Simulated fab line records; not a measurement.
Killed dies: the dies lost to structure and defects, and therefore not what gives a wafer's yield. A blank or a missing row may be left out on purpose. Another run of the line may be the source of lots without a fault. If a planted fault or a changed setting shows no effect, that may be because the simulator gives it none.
Split-lot study    flow n5-finfet    route with 1938 steps; 7 lots, 21 wafers read

== SPLIT DETAILS ==
At N5_BEOL_M11_COAT_22 (resist thk 90 nm), the setting spin-rpm was moved away from the recipe's 1500 rpm on 7 of the 21 wafers read, by -3.7% to +10.6%. The other wafers ran this setting at the recipe's value.

== FROM THE SPLIT TO THE READING: what the file shows between them, 2 steps ==
- N5_BEOL_M11_EBR_24
- N5_BEOL_M11_SOFTBAKE_23: time 60 s

== THE READING ==
CAR-ArF_of_BEOL_M11_COAT_22.thk-nm (the simulator's own value, which no gauge read), in nm, at N5_BEOL_M11_DESCUM_33 (chemistry O2, time 7.9 s). The file does not state a usual value for it. Average 83.5 nm, standard deviation 0.33 nm, over the 14 wafers here run with the recipe.

wafer   tool, chamber at the split  spin-rpm as run, rpm  against the recipe  CAR-ArF_of_BEOL_M11_COAT_22.thk-nm, nm  against lot-mates on the recipe
L078.2  litho-track-04, 0           1500                  recipe              83.8                                    -
L078.4  litho-track-04, 0           1500                  recipe              83.8                                    -
L078.3  litho-track-04, 0           1659                  +10.6%              79.2                                    -4.6
L083.4  litho-track-04, 0           1500                  recipe              83.2                                    -
L083.5  litho-track-04, 0           1500                  recipe              83.4                                    -
L083.6  litho-track-04, 0           1500                  recipe              83                                      -
L085.2  litho-track-02, 0           1445                  -3.7%               84.8                                    +1.2
L085.3  litho-track-02, 0           1445                  -3.7%               85.2                                    +1.6
L085.5  litho-track-02, 0           1500                  recipe              83.6                                    -
L089.4  litho-track-01, 0           1500                  recipe              83                                      -
L089.5  litho-track-01, 0           1613                  +7.5%               79.8                                    -3.2
L089.6  litho-track-01, 0           1613                  +7.5%               80.2                                    -2.8
L088.1  litho-track-04, 0           1500                  recipe              83.4                                    -
L088.2  litho-track-04, 0           1500                  recipe              83.4                                    -
L088.3  litho-track-04, 0           1500                  recipe              83.6                                    -
L092.2  litho-track-04, 0           1657                  +10.5%              79                                      -4.2
L092.3  litho-track-04, 0           1500                  recipe              83                                      -
L092.6  litho-track-04, 0           1500                  recipe              83.4                                    -
L095.2  litho-track-04, 0           1500                  recipe              84                                      -
L095.3  litho-track-04, 0           1500                  recipe              84                                      -
L095.5  litho-track-04, 0           1564                  +4.3%               82                                      -2.0

THE FIT
A straight line over all 21 wafers: CAR-ArF_of_BEOL_M11_COAT_22.thk-nm changes by -0.425 nm for each +1% of spin-rpm; r = -0.98; the points scatter about the line by 0.33 nm.
The same after taking each lot's own level away (the mean of its wafers on the recipe; 21 wafers): -0.41 nm for each +1%; r = -1.00; scatter 0.16 nm.
According to that fit, moving spin-rpm by its largest amount changes the reading by 4.3 nm.
Across the lots, their own levels run from 83.00 to 84.00 nm, a range of 3.0 times the standard deviation given above.
Consequently the slope shifts little with the lot-to-lot level, the two slopes agreeing.
Check: -4.27 nm against its lot-mates is what the line predicts for one of the wafers moved furthest among these (+10.6%) when that wafer is left out of the fit. Against them it came out at -4.6 nm.

== OTHER SPLITS ON THESE WAFERS ==
Before the reading, these wafers also passed through other splits. Each is held against what the fit with the lots' levels taken away leaves over:
other split on the same wafers  wafers away from the commonest value  r with CAR-ArF_of_BEOL_M11_COAT_22.thk-nm (lot level and that fit taken away)
N5_BEOL_M7_COAT_05 spin-rpm     1                                     +0.03
N5_BEOL_M7_ETCH_41 source-w     7                                     -0.08
N5_BEOL_M9_COAT_64 spin-rpm     3                                     +0.18
N5_BEOL_M9_COAT_22 spin-rpm     8                                     -0.07
N5_BEOL_M10_COAT_64 spin-rpm    9                                     +0.19
N5_BEOL_M10_PEB_26 peb-time-s   8                                     -0.18

== THE WHOLE CHAIN: every reading that the file lists as answering this split, in the file's order ==
step                   what it does              reading                                                                              change (the file's fit)                r (the file's)
N5_BEOL_M11_COAT_22    resist thk 90 nm          CAR-ArF_of_BEOL_M11_COAT_22.thk-nm (the simulator's own value, which no gauge read)  -0.414 nm for each +1% of the setting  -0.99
N5_BEOL_M11_DESCUM_33  chemistry O2, time 7.9 s  CAR-ArF_of_BEOL_M11_COAT_22.thk-nm (the simulator's own value, which no gauge read)  -0.416 nm for each +1% of the setting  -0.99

== THE FILE'S OWN FIT ==
CAR-ArF_of_BEOL_M11_COAT_22.thk-nm changes by -0.416 nm for each +1% of spin-rpm, r = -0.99.
